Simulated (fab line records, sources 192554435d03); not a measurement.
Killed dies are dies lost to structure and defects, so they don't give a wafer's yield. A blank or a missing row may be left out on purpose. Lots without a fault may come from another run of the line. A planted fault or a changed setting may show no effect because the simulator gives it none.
Which tool did it? | flow n5_finfet | 8 lots, 24 wafers sampled, at 6 steps of a route of 1938

WHAT THE GAUGES READ, wafer by wafer
N5_STI_FIN_REVEAL_CD_MEAS_22: target cd 6.238 nm, pitch 28 nm. Usual: cd_nm 6.23 nm, standard deviation 0.22.
lot  | measured    | on        | cd_nm (nm)     | flag
L511 | day 2 21:22 | cd_sem-02 | 6.15 6.31 6.27 |
L514 | day 3 14:07 | cd_sem-01 | 5.98 5.66 6.16 |
L519 | day 4 20:46 | cd_sem-03 | 7.28 7.33 7.38 | OFF
L520 | day 5 02:21 | cd_sem-03 | 7.26 7.49 7.25 | OFF
L522 | day 5 13:01 | cd_sem-01 | 6.62 6.42 6.27 |
L530 | day 7 13:40 | cd_sem-03 | 5.82 6.53 6.16 |
L531 | day 7 19:22 | cd_sem-03 | 6.76 6.11 6.50 |
L532 | day 8 00:52 | cd_sem-03 | 6.43 6.08 6.40 |

N5_BEOL_M4_RC_MEAS_101. Usual: DIBL_N 36.1 mV/V, standard deviation 1.6; DIBL_P 35.7 mV/V, standard deviation 1.8; IOFF_N 0.159 nA/um, standard deviation 0.027; IOFF_N_85C 3.1 nA/um, standard deviation 0.44; IOFF_N_LIN 0.073 nA/um, standard deviation 0.0097; IOFF_N_LONG 5.66e-05 nA/um, standard deviation 2.6e-06; IOFF_P 0.21 nA/um, standard deviation 0.03; IOFF_P_85C 3.6 nA/um, standard deviation 0.43; IOFF_P_LIN 0.100 nA/um, standard deviation 0.011; ION_N 673 uA/um, standard deviation 10; ION_P 462 uA/um, standard deviation 7.4; REXT_N 74.7 ohm.um, standard deviation 1.6; REXT_P 101.1 ohm.um, standard deviation 2.6; SS_N 71.4 mV/dec, standard deviation 0.56; SS_P 73.2 mV/dec, standard deviation 0.61; VT_N 249.7 mV, standard deviation 3; VT_N_LONG 274.5 mV, standard deviation 2.1; VT_N_LVT 98.3 mV, standard deviation 2.8; VT_P -250 mV, standard deviation 3.1; VT_P_LVT -98.4 mV, standard deviation 2.7.
lot  | measured     | on        | DIBL_N (mV/V)  | DIBL_P (mV/V)  | IOFF_N (nA/um)    | IOFF_N_85C (nA/um) | IOFF_N_LIN (nA/um) | IOFF_N_LONG (nA/um)        | IOFF_P (nA/um) | IOFF_P_85C (nA/um) | IOFF_P_LIN (nA/um) | ION_N (uA/um) | ION_P (uA/um) | REXT_N (ohm.um) | REXT_P (ohm.um)   | SS_N (mV/dec)  | SS_P (mV/dec)  | VT_N (mV)         | VT_N_LONG (mV)    | VT_N_LVT (mV)    | VT_P (mV)      | VT_P_LVT (mV)       | flag
L511 | day 8 03:34  | prober-01 | 37.4 34.4 35.2 | 38.9 35.6 35.5 | 0.206 0.145 0.154 | 3.8 2.9 3.0        | 0.094 0.071 0.072  | 5.56e-05 5.51e-05 5.56e-05 | 0.25 0.19 0.19 | 4.1 3.4 3.3        | 0.107 0.092 0.089  | 692 676 664   | 463 462 451   | 78.7 78.5 78.2  | 101.8 101.1 102.8 | 72.8 71.5 71.9 | 74.3 73.1 72.6 | 244.1 248.1 248.0 | 272.8 273.7 274.0 | 92.8 98.1 98.2   | -251 -254 -255 | -98.5 -100.3 -101.5 |
L514 | day 8 17:10  | prober-02 | 37.9 36.6 39.2 | 37.4 35.8 38.7 | 0.156 0.136 0.189 | 3.1 2.7 3.6        | 0.069 0.066 0.081  | 5.3e-05 5.24e-05 5.3e-05   | 0.19 0.18 0.24 | 3.4 3.2 4.0        | 0.091 0.089 0.104  | 664 662 678   | 448 451 458   | 74.5 75.9 75.2  | 101.3 101.0 100.8 | 71.6 71.7 72.0 | 73.6 73.1 73.8 | 252.5 253.1 248.9 | 277.4 277.9 278.8 | 100.5 100.0 96.3 | -253 -254 -251 | -100.5 -101.4 -97.5 |
L519 | day 10 04:53 | prober-02 | 42.3 39.9 43.6 | 44.6 42.8 45.3 | 0.407 0.331 0.472 | 6.8 5.7 7.7        | 0.187 0.161 0.200  | 7.23e-05 7.32e-05 7.41e-05 | 0.41 0.35 0.43 | 6.5 5.7 6.7        | 0.195 0.178 0.200  | 723 724 731   | 481 485 481   | 68.6 68.6 67.9  | 93.1 92.3 91.3    | 73.2 71.4 73.3 | 74.9 74.4 76.1 | 236.0 239.3 233.9 | 264.0 264.4 266.6 | 82.0 83.6 80.8   | -241 -243 -239 | -88.7 -90.1 -87.4   | OFF
L520 | day 10 11:17 | prober-02 | 44.3 44.0 43.0 | 45.6 46.5 44.7 | 0.426 0.408 0.378 | 7.2 7.0 6.5        | 0.193 0.191 0.177  | 7.44e-05 7.48e-05 7.38e-05 | 0.46 0.50 0.44 | 7.2 7.6 6.9        | 0.216 0.232 0.213  | 726 729 727   | 487 497 489   | 69.5 68.7 69.3  | 91.9 89.9 91.5    | 72.5 72.9 73.0 | 75.9 75.1 75.4 | 233.6 233.9 233.4 | 265.3 267.6 264.8 | 84.9 83.6 84.7   | -241 -237 -239 | -89.8 -88.7 -90.9   | OFF
L522 | day 10 21:25 | prober-01 | 38.7 37.7 36.6 | 37.3 36.7 34.5 | 0.185 0.170 0.151 | 3.6 3.4 3.0        | 0.081 0.076 0.066  | 5.56e-05 5.5e-05 5.52e-05  | 0.24 0.22 0.19 | 4.0 3.8 3.3        | 0.109 0.103 0.092  | 683 676 654   | 466 463 450   | 73.6 72.1 74.8  | 105.2 106.2 107.6 | 71.8 71.8 71.3 | 73.4 74.3 73.6 | 248.5 249.2 253.6 | 274.9 275.3 275.0 | 96.7 96.9 100.0  | -250 -248 -251 | -95.9 -96.9 -99.4   |
L530 | day 13 17:08 | prober-01 | 34.9 35.7 36.4 | 34.5 36.9 37.7 | 0.122 0.148 0.163 | 2.5 2.9 3.2        | 0.060 0.071 0.077  | 5.71e-05 5.65e-05 5.7e-05  | 0.17 0.21 0.21 | 3.1 3.6 3.6        | 0.087 0.100 0.098  | 666 683 683   | 455 467 465   | 74.3 75.5 73.7  | 103.6 102.4 104.9 | 71.1 70.8 71.6 | 73.3 73.6 73.8 | 253.6 250.6 250.1 | 273.5 275.7 274.1 | 103.6 98.9 98.3  | -252 -250 -251 | -102.1 -99.4 -99.3  |
L531 | day 13 21:15 | prober-01 | 37.1 35.3 36.2 | 36.8 34.9 36.0 | 0.195 0.147 0.178 | 3.7 2.9 3.4        | 0.085 0.068 0.079  | 5.63e-05 5.65e-05 5.6e-05  | 0.23 0.19 0.22 | 4.0 3.4 3.8        | 0.109 0.095 0.104  | 678 672 677   | 461 457 463   | 75.3 75.2 75.1  | 101.1 102.7 102.2 | 71.9 71.5 72.2 | 72.9 72.3 72.4 | 247.2 251.9 249.4 | 275.1 275.5 274.9 | 95.8 100.8 97.8  | -250 -253 -250 | -97.9 -100.0 -98.4  |
L532 | day 15 05:43 | prober-01 | 35.2 34.7 36.7 | 34.8 33.7 36.9 | 0.156 0.139 0.201 | 3.0 2.7 3.7        | 0.071 0.066 0.090  | 5.82e-05 6.07e-05 6.03e-05 | 0.22 0.20 0.26 | 3.9 3.6 4.4        | 0.110 0.104 0.125  | 662 670 694   | 460 468 482   | 75.8 74.5 73.6  | 104.2 102.0 102.8 | 71.1 70.9 71.0 | 73.1 72.1 73.1 | 247.2 251.6 243.3 | 271.6 270.0 270.8 | 97.4 98.4 91.3   | -244 -245 -242 | -96.3 -96.0 -92.5   |

WHICH TOOL RAN EACH LOT (tool, then ch and the chambers of the sampled wafers, then the start)
lot  | N5_FIN_CUT_STRIP_24               | N5_FIN_CUT_CUT_ETCH_26            | N5_STI_FIN_REVEAL_DENSIFY_30    | N5_STI_FIN_REVEAL_OXIDATION_33
L511 | rie_diel-04 ch 1,2,3, day 2 12:08 | rie_diel-04 ch 1,2,3, day 2 12:09 | rtp_anneal-01 ch 0, day 2 18:16 | plasma_asher-02 ch 1, day 2 21:12
L514 | rie_diel-02 ch 0,2, day 3 04:25   | rie_diel-02 ch 0,2, day 3 04:26   | rtp_anneal-02 ch 0, day 3 10:49 | plasma_asher-01 ch 0,1, day 3 13:58
L519 | rie_diel-05 ch 1,2, day 4 10:08   | rie_diel-05 ch 1,2, day 4 10:10   | rtp_anneal-01 ch 0, day 4 17:39 | plasma_asher-01 ch 0,1, day 4 20:36
L520 | rie_diel-04 ch 1,2,3, day 4 15:40 | rie_diel-04 ch 1,2,3, day 4 15:41 | rtp_anneal-01 ch 0, day 4 23:14 | plasma_asher-01 ch 0,1, day 5 02:11
L522 | rie_diel-05 ch 0,1,2, day 5 03:52 | rie_diel-05 ch 0,1,2, day 5 03:53 | rtp_anneal-02 ch 0, day 5 09:50 | plasma_asher-01 ch 0,1, day 5 12:51
L530 | rie_diel-05 ch 1,2,3, day 7 04:26 | rie_diel-05 ch 1,2,3, day 7 04:27 | rtp_anneal-01 ch 0, day 7 10:34 | plasma_asher-01 ch 0,1, day 7 13:30
L531 | rie_diel-05 ch 1,3, day 7 10:14   | rie_diel-05 ch 1,3, day 7 10:16   | rtp_anneal-02 ch 0, day 7 16:13 | plasma_asher-02 ch 0, day 7 19:13
L532 | rie_diel-02 ch 1,2,3, day 7 15:47 | rie_diel-02 ch 1,2,3, day 7 15:49 | rtp_anneal-01 ch 0, day 7 21:44 | plasma_asher-01 ch 0,1, day 8 00:42
- N5_FIN_CUT_STRIP_24: strips in CF4.
- N5_FIN_CUT_CUT_ETCH_26: etches SiNx in CH3F/O2, target depth 39 nm, time 55.7 s.
- N5_STI_FIN_REVEAL_DENSIFY_30
- N5_STI_FIN_REVEAL_OXIDATION_33: chemistry O2 PLASMA REMOTE, time 20 s.

WHAT THE TOOLS THEMSELVES READ (means of the sampled wafers that have a number; where no wafer has one, the mark that the record gives instead)
N5_FIN_CUT_STRIP_24. Usual: cf4_flow_sccm 150.0 sccm, standard deviation 0.43; drypump_motor_current_A 5.5 A, standard deviation 0.38; oes_product_au 0.77 a.u., standard deviation 0.074; rf_vpp_V 271.5 V, standard deviation 1.5; showerhead_plenum_p_Torr 1.81 Torr, standard deviation 0.054; throttle_valve_pct 13.71 %, standard deviation 0.19.
lot  | tool        | cf4_flow_sccm (sccm) | drypump_motor_current_A (A) | oes_product_au (a.u.) | rf_vpp_V (V) | showerhead_plenum_p_Torr (Torr) | throttle_valve_pct (%) | flag
L511 | rie_diel-04 | 150.3                | 5.1                         | 0.73                  | 272.2        | 1.84                            | 13.85                  |
L514 | rie_diel-02 | 149.4                | 5.6                         | 0.81                  | 271.3        | 1.84                            | 13.57                  |
L519 | rie_diel-05 | 150.1                | 5.9                         | 0.79                  | 269.7        | 1.76                            | 13.65                  |
L520 | rie_diel-04 | 150.1                | 5.1                         | 0.72                  | 272.8        | 1.84                            | 13.88                  |
L522 | rie_diel-05 | 150.2                | 5.6                         | 0.76                  | 271.1        | 1.79                            | 13.76                  |
L530 | rie_diel-05 | 150.0                | 5.8                         | 0.77                  | 270.4        | 1.76                            | 13.67                  |
L531 | rie_diel-05 | 150.0                | 5.7                         | 0.77                  | 270.7        | 1.76                            | 13.63                  |
L532 | rie_diel-02 | 149.8                | 5.8                         | 0.85                  | 272.6        | 1.86                            | 13.56                  |

N5_FIN_CUT_CUT_ETCH_26. Usual: O2_flow_sccm 20.00 sccm, standard deviation 0.059; drypump_motor_current_A 5.5 A, standard deviation 0.38; oes_o_777_au 0.78 a.u., standard deviation 0.074; oes_product_au 0.78 a.u., standard deviation 0.081; rf_vpp_V 300 V, standard deviation 7.1; showerhead_plenum_p_Torr 2.03 Torr, standard deviation 0.066; throttle_valve_pct 16.52 %, standard deviation 0.2.
lot  | tool        | O2_flow_sccm (sccm) | drypump_motor_current_A (A) | oes_o_777_au (a.u.) | oes_product_au (a.u.) | rf_vpp_V (V) | showerhead_plenum_p_Torr (Torr) | throttle_valve_pct (%) | flag
L511 | rie_diel-04 | 19.95               | 5.1                         | 0.72                | 0.72                  | 303          | 2.05                            | 16.59                  |
L514 | rie_diel-02 | 20.01               | 5.6                         | 0.80                | 0.82                  | 300          | 2.06                            | 16.39                  |
L519 | rie_diel-05 | 19.95               | 5.9                         | 0.82                | 0.80                  | 289          | 1.95                            | 16.40                  |
L520 | rie_diel-04 | 19.94               | 5.1                         | 0.71                | 0.71                  | 304          | 2.04                            | 16.61                  |
L522 | rie_diel-05 | 20.03               | 5.6                         | 0.77                | 0.76                  | 296          | 2.00                            | 16.57                  |
L530 | rie_diel-05 | 20.06               | 5.7                         | 0.78                | 0.78                  | 294          | 1.95                            | 16.43                  |
L531 | rie_diel-05 | 19.94               | 5.6                         | 0.76                | 0.78                  | 298          | 1.96                            | 16.42                  |
L532 | rie_diel-02 | 20.00               | 5.8                         | 0.86                | 0.87                  | 301          | 2.09                            | 16.43                  |

N5_STI_FIN_REVEAL_DENSIFY_30. Usual: lamp_power_pct 11.53 %, standard deviation 0.049.
lot  | tool          | lamp_power_pct (%) | flag
L511 | rtp_anneal-01 | 11.50              |
L514 | rtp_anneal-02 | 11.51              |
L519 | rtp_anneal-01 | 11.53              |
L520 | rtp_anneal-01 | 11.54              |
L522 | rtp_anneal-02 | 11.55              |
L530 | rtp_anneal-01 | 11.53              |
L531 | rtp_anneal-02 | 11.56              |
L532 | rtp_anneal-01 | 11.54              |

N5_STI_FIN_REVEAL_OXIDATION_33. Usual: chamber_pressure_mTorr 1000.1 mTorr, standard deviation 0.9; drypump_motor_current_A 5.75 A, standard deviation 0.14; heater_power_w 155 W, standard deviation 9.2; temp_c_max 150.7, standard deviation 0.33.
lot  | tool            | chamber_pressure_mTorr (mTorr) | drypump_motor_current_A (A) | heater_power_w (W) | temp_c_max | flag
L511 | plasma_asher-02 | 998.9                          | 5.57                        | 155                | 150.6      |
L514 | plasma_asher-01 | 1000.2                         | 5.70                        | 152                | 150.5      |
L519 | plasma_asher-01 | -                              | -                           | -                  | -          | OFF
L520 | plasma_asher-01 | -                              | -                           | -                  | -          | OFF
L522 | plasma_asher-01 | 999.7                          | 5.81                        | 160                | 150.9      |
L530 | plasma_asher-01 | 1000.1                         | 5.73                        | 154                | 150.5      |
L531 | plasma_asher-02 | 1000.4                         | 5.87                        | 154                | 150.5      |
L532 | plasma_asher-01 | 1000.7                         | 5.74                        | 150                | 150.6      |

THE ANSWER, worked out from the rows above alone
Rule: a lot is off if the mean of its wafers that have a number lies more than 3 standard deviations from the usual mean. A lot without any number at a reading at which 4 lots or more have one is off too. The other lots that the step has rows for count as sound. The gauges are gone through in route order, then the tools' own readings, and for those a lot's mean is taken as printed above. The first step at which some lot is off is used, and at that step the reading that is off furthest; a lot without a number counts as furthest.
Off: L519, L520, at N5_STI_FIN_REVEAL_CD_MEAS_22 (cd_nm).
A tool fits if, at a process step before that reading, it ran every lot that is off, and no sound lot after the first of them. The gauges at N5_STI_FIN_REVEAL_CD_MEAS_22 aren't tried: what is off there is off at N5_BEOL_M4_RC_MEAS_101 too, on other tools, and a gauge's error can't cause that. None of those tried fits.

WHAT THE SIMULATOR HAD PUT IN
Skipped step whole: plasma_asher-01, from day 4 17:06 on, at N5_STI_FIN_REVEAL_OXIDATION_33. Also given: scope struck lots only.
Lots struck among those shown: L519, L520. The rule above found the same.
